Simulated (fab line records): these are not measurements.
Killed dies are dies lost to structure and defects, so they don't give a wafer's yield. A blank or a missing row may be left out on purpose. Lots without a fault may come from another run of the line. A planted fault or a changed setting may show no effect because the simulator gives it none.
Split-lot study + flow n5Finfet + on a route of 1938 steps: 7 lots, 21 wafers read

## ON THE SPLIT
At N5_BEOL_M13_SPUTTER_43 (material TaN, target thk 15 nm, time 24.19 s), the setting timeS was moved away from the recipe's 24.19 s on 4 of the 21 wafers read, by -12.5% to +7.9%. This setting was run at the recipe's value on the other wafers.

The reading is taken at the split's own step.

## THE READING
TaN_of_BEOL_M13_SPUTTER_43.thkNm (the simulator's own value, which no gauge read), in nm, at N5_BEOL_M13_SPUTTER_43 (material TaN, target thk 15 nm, time 24.19 s). The file gives no usual value for it. Average 15.0 nm, standard deviation 0.2 nm, over the 17 wafers here run with the recipe.

| wafer  | tool, chamber at the split | timeS as run, s | against the recipe | TaN_of_BEOL_M13_SPUTTER_43.thkNm, nm | against lot-mates on the recipe |
|--------|----------------------------|-----------------|--------------------|--------------------------------------|---------------------------------|
| L078.3 | pvdSputter-01, -           | 24.19           | recipe             | 15                                   | -                               |
| L078.4 | pvdSputter-01, -           | 24.19           | recipe             | 15                                   | -                               |
| L078.6 | pvdSputter-01, -           | 24.19           | recipe             | 14.8                                 | -                               |
| L080.1 | pvdSputter-01, -           | 24.19           | recipe             | 14.8                                 | -                               |
| L080.2 | pvdSputter-01, -           | 26.09           | +7.9%              | 16                                   | +1.2                            |
| L080.6 | pvdSputter-01, -           | 26.09           | +7.9%              | 16                                   | +1.2                            |
| L082.1 | pvdSputter-02, -           | 24.19           | recipe             | 14.8                                 | -                               |
| L082.3 | pvdSputter-02, -           | 24.19           | recipe             | 14.8                                 | -                               |
| L082.6 | pvdSputter-02, -           | 24.19           | recipe             | 14.8                                 | -                               |
| L084.2 | pvdSputter-02, -           | 24.19           | recipe             | 15                                   | -                               |
| L084.4 | pvdSputter-02, -           | 24.19           | recipe             | 15                                   | -                               |
| L084.3 | pvdSputter-02, -           | 24.19           | recipe             | 15.2                                 | -                               |
| L087.2 | pvdSputter-01, -           | 24.19           | recipe             | 14.6                                 | -                               |
| L087.3 | pvdSputter-01, -           | 21.17           | -12.5%             | 12.8                                 | -1.8                            |
| L087.6 | pvdSputter-01, -           | 21.17           | -12.5%             | 12.8                                 | -1.8                            |
| L094.2 | pvdSputter-01, -           | 24.19           | recipe             | 15                                   | -                               |
| L094.5 | pvdSputter-01, -           | 24.19           | recipe             | 15                                   | -                               |
| L094.3 | pvdSputter-01, -           | 24.19           | recipe             | 15.2                                 | -                               |
| L093.1 | pvdSputter-01, -           | 24.19           | recipe             | 15.2                                 | -                               |
| L093.3 | pvdSputter-01, -           | 24.19           | recipe             | 15.2                                 | -                               |
| L093.6 | pvdSputter-01, -           | 24.19           | recipe             | 15.4                                 | -                               |

THE FIT
A straight line over all 21 wafers: TaN_of_BEOL_M13_SPUTTER_43.thkNm changes by +0.161 nm for each +1% of timeS; r = +0.96; the points scatter about the line by 0.21 nm.
The same after taking each lot's own level away (the mean of its wafers on the recipe; 21 wafers): +0.147 nm for each +1%; r = +0.99; scatter 0.077 nm.
Per that fit: largest timeS move, reading shift of 1.8 nm.
The span of the lots' own levels, 14.60 to 15.27 nm, comes to 3.3 times the standard deviation stated above.
The two slopes agree, so the slope changes little with the lot-to-lot level.
Check: for one of the wafers moved furthest among these (-12.5%), held out of the fit, the line's prediction against its lot-mates is -1.84 nm. It came out at -1.8 nm against them.

## OTHER SPLITS APPLIED TO THESE WAFERS
These wafers also went through other splits before the reading. Each is held against what the fit with the lots' levels taken away leaves over:
| other split on the same wafers | wafers away from the commonest value | r with TaN_of_BEOL_M13_SPUTTER_43.thkNm (lot level and that fit taken away) |
|--------------------------------|--------------------------------------|-----------------------------------------------------------------------------|
| N5_BEOL_M10_EXPOSE_25 doseMj   | 5                                    | -0.46                                                                       |
| N5_BEOL_M11_EXPOSE_25 doseMj   | 12                                   | -0.17                                                                       |
| N5_BEOL_M11_ETCH_66 timeS      | 5                                    | -0.37                                                                       |
| N5_BEOL_M12_COAT_04 spinRpm    | 3                                    | +0.25                                                                       |
| N5_BEOL_M12_DESCUM_15 timeS    | 9                                    | +0.06                                                                       |
| N5_BEOL_M13_ETCH_68 timeS      | 10                                   | +0.08                                                                       |

## THE FILE'S OWN FIT
TaN_of_BEOL_M13_SPUTTER_43.thkNm changes by +0.147 nm for each +1% of timeS, r = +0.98.
